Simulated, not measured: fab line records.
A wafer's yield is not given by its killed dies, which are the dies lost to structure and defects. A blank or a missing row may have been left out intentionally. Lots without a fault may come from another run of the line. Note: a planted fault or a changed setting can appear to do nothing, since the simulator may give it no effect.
Which tool is to blame? ; flow nand-harc ; 12 lots with 36 wafers sampled at 5 steps, on a route of 1302 steps

== WHAT THE GAUGES SHOWED, per wafer ==
NHARC_A_CONTACT_INSPECT_23. Usual: raw-defect-count 518, standard deviation 130.
lot;measured;on;raw-defect-count;flag
L532;day 22 23:08;defect-inspect-01;720 643 501;
L531;day 22 22:59;defect-inspect-01;862 659 550;
L530;day 23 00:49;defect-inspect-02;538 440 553;
L533;day 23 13:54;defect-inspect-01;436 557 317;
L534;day 24 05:01;defect-inspect-01;505 436 551;
L535;day 25 01:54;defect-inspect-01;677 758 605;
L538;day 25 08:07;defect-inspect-01;549 466 477;
L536;day 25 10:33;defect-inspect-01;629 615 432;
L543;day 28 20:22;defect-inspect-01;556 593 771;
L547;day 28 19:05;defect-inspect-02;634 535 479;
L552;day 32 10:00;defect-inspect-01;360 426 448;
L553;day 32 11:37;defect-inspect-01;450 540 410;

== WHICH TOOL RAN EACH LOT (tool, then ch and the chambers of the sampled wafers, then the start) ==
lot;NHARC_A_CONTACT_ETCH_88;NHARC_A_CONTACT_ETCH_135;NHARC_A_CONTACT_CVD_19;NHARC_A_CONTACT_CMP_20
L532;rie-diel-11 ch 0,1,3, day 22 17:16;har-cap-etch-02 ch 0,1, day 22 18:36;cvd-w-01 ch 0,1, day 22 21:51;cmp-03 ch 0,2,3, day 22 22:44
L531;rie-diel-08 ch 0,1, day 22 17:26;har-cap-etch-01 ch 0,1, day 22 18:48;cvd-w-02 ch 0,1, day 22 21:57;cmp-02 ch 2,3, day 22 22:37
L530;rie-diel-09 ch 0,2,3, day 22 19:17;har-cap-etch-03 ch 0,1, day 22 20:30;cvd-w-01 ch 0,1, day 22 23:31;cmp-03 ch 0,1,3, day 23 00:25
L533;rie-diel-11 ch 0,1,3, day 23 08:16;har-cap-etch-03 ch 0,1, day 23 09:38;cvd-w-01 ch 0,1, day 23 12:44;cmp-03 ch 0,1, day 23 13:30
L534;rie-diel-09 ch 0,2, day 23 22:57;har-cap-etch-03 ch 0,1, day 24 00:29;cvd-w-02 ch 1, day 24 03:44;cmp-04 ch 0,1,3, day 24 04:40
L535;rie-diel-09 ch 1,2,3, day 24 20:15;har-cap-etch-03 ch 0,1, day 24 21:34;cvd-w-01 ch 0,1, day 25 00:52;cmp-02 ch 0,2,3, day 25 01:32
L538;rie-diel-09 ch 1,2, day 25 02:07;har-cap-etch-02 ch 0,1, day 25 03:25;cvd-w-01 ch 0,1, day 25 06:49;cmp-04 ch 1,2, day 25 07:43
L536;rie-diel-09 ch 1,2, day 25 04:58;har-cap-etch-01 ch 0,1, day 25 06:23;cvd-w-02 ch 0,1, day 25 09:30;cmp-02 ch 0,3, day 25 10:08
L543;rie-diel-09 ch 1,2,3, day 28 11:44;har-cap-etch-02 ch 0,1, day 28 13:08;cvd-w-01 ch 0,1, day 28 19:04;cmp-03 ch 0,1,3, day 28 19:57
L547;rie-diel-11 ch 0,2,3, day 28 13:23;har-cap-etch-03 ch 0,1, day 28 14:40;cvd-w-02 ch 0,1, day 28 17:56;cmp-02 ch 0,3, day 28 18:43
L552;rie-diel-09 ch 0,2, day 32 04:28;har-cap-etch-01 ch 0,1, day 32 05:41;cvd-w-01 ch 0,1, day 32 08:43;cmp-04 ch 0,2, day 32 09:35
L553;rie-diel-09 ch 0,1,3, day 32 06:04;har-cap-etch-02 ch 0,1, day 32 07:18;cvd-w-02 ch 0,1, day 32 10:18;cmp-03 ch 2,3, day 32 11:14
- NHARC_A_CONTACT_ETCH_88: etches the open film in CF4, target depth 39 nm, time 65 s.
- NHARC_A_CONTACT_ETCH_135: etches the open film in C4F8/O2/Ar, time 311 s, target depth 1912 nm.
- NHARC_A_CONTACT_CVD_19: deposits W, target thk 300 nm, time 802 s.
- NHARC_A_CONTACT_CMP_20: polishes, t overpolish 30 s, target thk 300 nm.

== WHAT THE TOOLS THEMSELVES READ (means of the sampled wafers that have a number; where no wafer has one, the mark that the record gives instead) ==
NHARC_A_CONTACT_ETCH_88. Usual: drypump-motor-current-A 5.9 A, standard deviation 0.5; oes-product-au 1.000 a.u., standard deviation 0.011; rf-vpp-V 151.5 V, standard deviation 1.4; showerhead-plenum-p-Torr 1.79 Torr, standard deviation 0.087; throttle-valve-pct 13.284 %, standard deviation 0.0091.
lot;tool;drypump-motor-current-A (A);oes-product-au (a.u.);rf-vpp-V (V);showerhead-plenum-p-Torr (Torr);throttle-valve-pct (%);flag
L532;rie-diel-11;6.2;0.995;149.8;1.72;13.285;
L531;rie-diel-08;5.4;1.003;152.5;1.83;13.279;
L530;rie-diel-09;5.6;1.009;152.1;1.84;13.284;
L533;rie-diel-11;6.1;0.999;150.1;1.72;13.287;
L534;rie-diel-09;5.5;1.018;153.8;1.88;13.284;
L535;rie-diel-09;6.0;1.005;151.1;1.77;13.276;
L538;rie-diel-09;6.2;1.011;150.9;1.75;13.289;
L536;rie-diel-09;6.1;1.000;151.4;1.82;13.289;
L543;rie-diel-09;6.0;0.997;151.4;1.77;13.286;
L547;rie-diel-11;6.3;0.986;150.9;1.80;13.291;
L552;rie-diel-09;5.7;0.993;153.5;1.89;13.279;
L553;rie-diel-09;5.7;0.982;150.7;1.76;13.285;

NHARC_A_CONTACT_CVD_19. Usual: heater-power-w 447 W, standard deviation 43; throttle-valve-pct 8.21 %, standard deviation 0.19.
lot;tool;heater-power-w (W);throttle-valve-pct (%);flag
L532;cvd-w-01;432;8.37;
L531;cvd-w-02;423;8.14;
L530;cvd-w-01;432;8.36;
L533;cvd-w-01;435;8.28;
L534;cvd-w-02;515;8.31;
L535;cvd-w-01;453;8.15;
L538;cvd-w-01;458;8.32;
L536;cvd-w-02;474;8.08;
L543;cvd-w-01;448;8.20;
L547;cvd-w-02;421;8.07;
L552;cvd-w-01;472;8.09;
L553;cvd-w-02;456;8.06;

NHARC_A_CONTACT_CMP_20. Usual: edge-zone-pressure-frac 0.999, standard deviation 0.0048; motor-current-A 12.1 A, standard deviation 1.5; overpolish-run-s 30.001 s, standard deviation 0.009; time-to-endpoint-s 59.4 s, standard deviation 3.
lot;tool;edge-zone-pressure-frac;motor-current-A (A);overpolish-run-s (s);time-to-endpoint-s (s);flag
L532;cmp-03;0.999;13.4;29.997;59.2;
L531;cmp-02;1.004;11.8;30.000;65.6;
L530;cmp-03;0.998;12.9;30.007;60.8;
L533;cmp-03;0.997;12.6;30.003;60.8;
L534;cmp-04;0.996;11.5;30.001;60.8;
L535;cmp-02;0.997;11.9;30.001;59.2;
L538;cmp-04;0.997;13.2;30.009;56.2;
L536;cmp-02;1.000;12.0;29.998;61.9;
L543;cmp-03;0.995;12.9;29.999;50.3;OFF
L547;cmp-02;0.994;11.8;29.990;61.1;
L552;cmp-04;1.000;11.3;29.997;56.9;
L553;cmp-03;0.999;12.9;30.003;58.6;

== THE ANSWER, worked out from the rows above alone ==
Rule: a lot is off if the mean of its wafers that have a number lies more than 3 standard deviations from the usual mean. A lot without any number at a reading at which 4 lots or more have one is off too. All remaining lots with rows at the step are treated as sound. Order of review: gauges by route order, followed by the tools' own readings, for which a lot's mean as printed above is used. At the first step where some lot is off, the reading lying furthest off is the one used; lots without a number count as furthest.
Off at NHARC_A_CONTACT_CMP_20 (time-to-endpoint-s): L543.
A tool fits if, at that step or a process step before it, it ran every lot that is off, and no sound lot after the first of them. Not one of the candidates tried fits.

== WHAT HAD BEEN PUT IN BY THE SIMULATOR ==
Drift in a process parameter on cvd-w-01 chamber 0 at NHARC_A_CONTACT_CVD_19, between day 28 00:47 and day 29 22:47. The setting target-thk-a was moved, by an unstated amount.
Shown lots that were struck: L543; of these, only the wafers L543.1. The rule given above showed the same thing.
